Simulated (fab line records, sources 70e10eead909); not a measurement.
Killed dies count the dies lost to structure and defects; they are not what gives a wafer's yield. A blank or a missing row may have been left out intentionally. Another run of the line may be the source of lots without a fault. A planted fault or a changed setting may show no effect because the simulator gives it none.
Chamber matching -- flow nandHarc -- NHARC_P_GATE_DESCUM_93 on rieDiel-11 has 4 sister chambers
The step chemistry O2, time 3 s. 33 wafers are shown with their chamber, then 12 later ones without.

## EACH WAFER AND ITS CHAMBER
wafer,chamber,showerheadPlenumPTorr (Torr),drypumpMotorCurrentA (A),oesProductAu (a.u.)
L074.3,0,1.99,5.2,0.999
L074.4,0,1.99,5.2,1.000
L074.6,3,1.79,5.2,1.014
L076.2,2,1.80,5.8,1.003
L076.3,3,1.79,5.2,1.019
L076.6,0,1.99,5.2,1.014
L081.1,2,1.80,5.9,0.995
L081.2,1,1.78,5.7,0.984
L081.5,2,1.80,5.9,0.991
L080.2,2,1.80,5.9,0.988
L080.3,3,1.79,5.2,1.010
L080.5,2,1.80,5.9,0.986
L079.3,2,1.80,5.9,0.995
L079.4,1,1.78,5.7,0.986
L079.6,0,1.99,5.2,1.000
L082.1,0,1.99,5.2,0.999
L082.2,2,1.80,5.8,0.994
L082.4,3,1.79,5.2,1.011
L083.1,1,1.78,5.6,0.974
L083.4,0,1.99,5.2,1.002
L083.5,1,1.78,5.7,0.973
L086.1,0,1.99,5.2,1.005
L086.2,2,1.80,5.9,1.004
L086.4,0,1.99,5.2,1.004
L090.1,0,1.99,5.2,1.015
L090.2,2,1.79,5.9,1.001
L090.6,2,1.80,5.8,0.997
L091.2,2,1.79,5.8,1.011
L091.3,0,1.99,5.2,1.010
L091.6,2,1.79,5.8,1.009
L094.1,0,1.99,5.2,1.008
L094.2,2,1.79,5.8,1.006
L094.4,2,1.79,5.9,1.010

SIGNATURES, as means of the wafers listed above
reading,chamber 0,chamber 1,chamber 2,chamber 3,scatter within a chamber
showerheadPlenumPTorr,1.9900,1.7800,1.7964,1.7900,0.00333
drypumpMotorCurrentA,5.200,5.675,5.857,5.200,0.038
oesProductAu,1.00509,0.97925,0.99929,1.01350,0.00696
Rule: for each reading, subtract the chamber's mean from the wafer's reading, divide by that reading's scatter and square the result; add these up over the readings and take the root, which gives the wafer's distance from the chamber. The wafer belongs to the nearest chamber; if the next one is less than 2 further off, it can't be placed. The scatter: the root of (the sum of the squares of (reading less its chamber's mean) over the shown wafers, divided by (wafers less chambers)).

## WAFERS WITHOUT THEIR CHAMBER
wafer,showerheadPlenumPTorr (Torr),drypumpMotorCurrentA (A),oesProductAu (a.u.)
L093.2,1.79,5.8,1.001
L093.5,1.78,5.6,0.989
L093.6,1.99,5.2,1.005
L092.2,1.99,5.2,1.016
L092.3,1.79,5.9,1.017
L092.6,1.78,5.7,0.998
L095.2,1.78,5.6,1.002
L095.3,1.78,5.2,0.995
L095.4,1.79,5.8,1.005
L096.1,1.78,5.2,0.987
L096.3,1.79,5.9,1.000
L096.4,1.78,5.6,0.983

## WHICH CHAMBER EACH WENT THROUGH
wafer,from the rows above,in truth
L093.2,2,2
L093.5,1,1
L093.6,0,0
L092.2,0,0
L092.3,2,2
L092.6,1,1
L095.2,1,1
L095.3,3,3
L095.4,2,2
L096.1,3,3
L096.3,2,2
L096.4,1,1
Correct placement for 12 of the 12. Left unplaced by these rows: 0. Placed wrongly: 0.
